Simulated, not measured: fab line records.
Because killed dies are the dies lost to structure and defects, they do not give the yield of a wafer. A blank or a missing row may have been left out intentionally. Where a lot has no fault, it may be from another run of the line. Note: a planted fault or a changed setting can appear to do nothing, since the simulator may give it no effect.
Matching of chambers + flow n5_finfet + N5_FIN_CUT_ETCH_30 on rie_diel-05: 4 sister chambers
The step etches underlayer in N2/H2, target depth 13 nm, time 10.4 s. 20 wafers are shown with their chamber, then 10 later ones without.

WAFERS PAIRED WITH THEIR CHAMBERS
| wafer  | chamber | showerhead_plenum_p_Torr (Torr) | throttle_valve_pct (%) | oes_product_au (a.u.) |
|--------|---------|---------------------------------|------------------------|-----------------------|
| L074.2 | 1       | 2.60                            | 17.83                  | 0.58                  |
| L074.3 | 3       | 2.65                            | 17.84                  | 0.62                  |
| L074.4 | 3       | 2.65                            | 17.85                  | 0.62                  |
| L076.1 | 0       | 2.61                            | 17.88                  | 0.84                  |
| L076.2 | 3       | 2.64                            | 17.86                  | 0.63                  |
| L076.5 | 0       | 2.61                            | 17.87                  | 0.83                  |
| L078.4 | 2       | 2.60                            | 17.71                  | 0.76                  |
| L078.5 | 1       | 2.60                            | 17.34                  | 0.85                  |
| L078.6 | 2       | 2.60                            | 17.68                  | 0.75                  |
| L079.2 | 0       | 2.60                            | 17.87                  | 0.82                  |
| L079.3 | 3       | 2.64                            | 17.85                  | 0.62                  |
| L079.6 | 2       | 2.60                            | 17.71                  | 0.74                  |
| L080.1 | 2       | 2.60                            | 17.70                  | 0.75                  |
| L080.3 | 3       | 2.64                            | 17.87                  | 0.62                  |
| L080.4 | 0       | 2.60                            | 17.90                  | 0.80                  |
| L081.1 | 1       | 2.59                            | 17.36                  | 0.81                  |
| L081.2 | 2       | 2.60                            | 17.71                  | 0.74                  |
| L081.6 | 0       | 2.60                            | 17.89                  | 0.81                  |
| L089.2 | 1       | 2.59                            | 17.37                  | 0.78                  |
| L089.3 | 0       | 2.60                            | 17.93                  | 0.79                  |

SIGNATURES (averages over the wafers above)
| reading                  | chamber 0 | chamber 1 | chamber 2 | chamber 3 | scatter within a chamber |
|--------------------------|-----------|-----------|-----------|-----------|--------------------------|
| showerhead_plenum_p_Torr | 2.6033    | 2.5950    | 2.6000    | 2.6440    | 0.0047                   |
| throttle_valve_pct       | 17.8900   | 17.4750   | 17.7020   | 17.8540   | 0.104                    |
| oes_product_au           | 0.8150    | 0.7550    | 0.7480    | 0.6220    | 0.0533                   |
Rule: a wafer's distance from a chamber is the root of the sum, over the readings, of the square of ((its reading less the chamber's mean) divided by the reading's scatter). If the next closest chamber is less than 2 further off than the closest, the wafer can't be placed; otherwise it belongs to the closest. How the scatter is found: for the shown wafers, subtract from each reading the mean of its chamber, square and add these, divide the total by (wafers less chambers), then take the root.

WAFERS WITHOUT THEIR CHAMBER
| wafer  | showerhead_plenum_p_Torr (Torr) | throttle_valve_pct (%) | oes_product_au (a.u.) |
|--------|---------------------------------|------------------------|-----------------------|
| L089.6 | 2.59                            | 17.73                  | 0.73                  |
| L093.3 | 2.59                            | 17.93                  | 0.77                  |
| L093.5 | 2.59                            | 17.74                  | 0.72                  |
| L093.6 | 2.59                            | 17.39                  | 0.78                  |
| L094.1 | 2.59                            | 17.39                  | 0.76                  |
| L094.4 | 2.59                            | 17.75                  | 0.72                  |
| L094.5 | 2.59                            | 17.39                  | 0.77                  |
| L095.2 | 2.63                            | 17.91                  | 0.61                  |
| L095.4 | 2.59                            | 17.93                  | 0.77                  |
| L095.6 | 2.59                            | 17.76                  | 0.70                  |

CHAMBER TAKEN BY EACH
| wafer  | from the rows above          | in truth |
|--------|------------------------------|----------|
| L089.6 | can't be placed: 2 or 1 or 0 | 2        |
| L093.3 | can't be placed: 0 or 2 or 1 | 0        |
| L093.5 | can't be placed: 2 or 1 or 0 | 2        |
| L093.6 | 1                            | 1        |
| L094.1 | 1                            | 1        |
| L094.4 | can't be placed: 2 or 1 or 0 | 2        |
| L094.5 | 1                            | 1        |
| L095.2 | 3                            | 3        |
| L095.4 | can't be placed: 0 or 2 or 1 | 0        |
| L095.6 | can't be placed: 2 or 1 or 0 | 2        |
Correctly placed: 4 of 10. Cannot be placed on the basis of these rows: 6; the candidates contain the true chamber in 6. 0 placed wrongly.
